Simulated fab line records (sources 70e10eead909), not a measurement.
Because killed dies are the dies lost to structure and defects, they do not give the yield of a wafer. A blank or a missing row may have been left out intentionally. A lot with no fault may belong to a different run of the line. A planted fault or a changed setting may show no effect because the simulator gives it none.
8D (eight disciplines) problem report, filled in by code | flow nandHarc | the parts of the form that need people (team, actions taken, sign-off) are left out

== 1. THE PROBLEM ==
Wafers without a fault read 500.2 nm, standard deviation 1.5; cdNm at NHARC_P_ZERO_WELL_CD_MEAS_11 reads a mean of 492.4 nm on 2 wafers belonging to 2 lots. Relative to the usual mean, that is a shift of -5.2 standard deviations.
The step: target cd 500 nm.
First seen on wafer L118.2, day 4 07:08, on cdSem-03. The record has a number at this step for 29 wafers belonging to 10 lots. Rule for "out", or "out of limits": more than 4 standard deviations from the usual mean. All remaining wafers that have a number are taken as sound.

== 2. WHAT IT IS, WHAT IT ISN'T ==
question                    | is                 | is not
which readings at this step | cdNm               | -
which lots                  | L118, L120         | L107, L108, L109, L110, L111, L112, L124, L126
which wafers of those lots  | L118.2, L120.5     | L118.6, L120.3, L120.4
read on which gauges        | cdSem-02, cdSem-03 | cdSem-01
when                        | from day 4 07:08   | up to then (19 sound wafers); but 8 sound wafers of L120, L124, L126 came after

== 3. THE SUSPECTS, EACH WITH WHAT RULES IT OUT ==
Counting: any tool at a process step up to the reading remains a suspect provided it ran every lot that is out. Sound lots after the first of them don't rule it out here, since some wafers of a struck lot are sound.
- the gauge at NHARC_P_ZERO_WELL_CD_MEAS_11: ruled out. Those wafers that are out were read across 2 gauges (cdSem-02, cdSem-03).
- lithoTrack-07 at NHARC_P_ZERO_WELL_SOFTBAKE_06 (time 70 s): kept. It processed each lot that is out (first: L118, day 4 06:00); up to then, its last sound lot is L112 (day 2 18:00). Its own readings are out on those wafers: heaterPowerTotalW.
Left after counting: lithoTrack-07 at NHARC_P_ZERO_WELL_SOFTBAKE_06.

== 4. THE CAUSE (what the simulator had put in) ==
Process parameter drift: lithoTrack-07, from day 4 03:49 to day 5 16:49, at NHARC_P_ZERO_WELL_SOFTBAKE_06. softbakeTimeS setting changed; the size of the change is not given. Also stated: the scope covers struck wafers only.
This tool alone remained once counting was done.

== 5. THE EFFECT CHAIN, in route order ==
Each row: a reading where the mean over the struck wafers with a number is more than 3 standard deviations away from the usual. Readings are gone through only where the record gives a usual standard deviation; hours: the median, over the lots, of the time from a lot's start at the first step in this table giving one to that lot's start at this step; sigmas: the change measured in usual standard deviations.
hours | step                          | reading           | usual    | on struck wafers | change | sigmas
0     | NHARC_P_ZERO_WELL_SOFTBAKE_06 | heaterPowerTotalW | 201.0 W  | 334.4            | +133.4 | +99 or more
1     | NHARC_P_ZERO_WELL_CD_MEAS_11  | cdNm              | 500.2 nm | 492.4            | -7.8   | -5.2
Here are the process steps it includes:
- NHARC_P_ZERO_WELL_SOFTBAKE_06: time 70 s.

== 6. WHAT WOULD HAVE CAUGHT IT SOONER ==
The first out-of-limits reading at a measuring or inspecting step in this record came at day 4 07:08, 3 hours after the fault's start at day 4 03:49.
The tool's own readings at NHARC_P_ZERO_WELL_SOFTBAKE_06 were out on every struck wafer that the step has a row for (heaterPowerTotalW): an alarm limit on them would have fired on the first of those.
Of the lots that are out (2), L120 began NHARC_P_ZERO_WELL_SOFTBAKE_06 on lithoTrack-07 after day 4 07:08. Had the tool been put on hold then, it would have been spared.
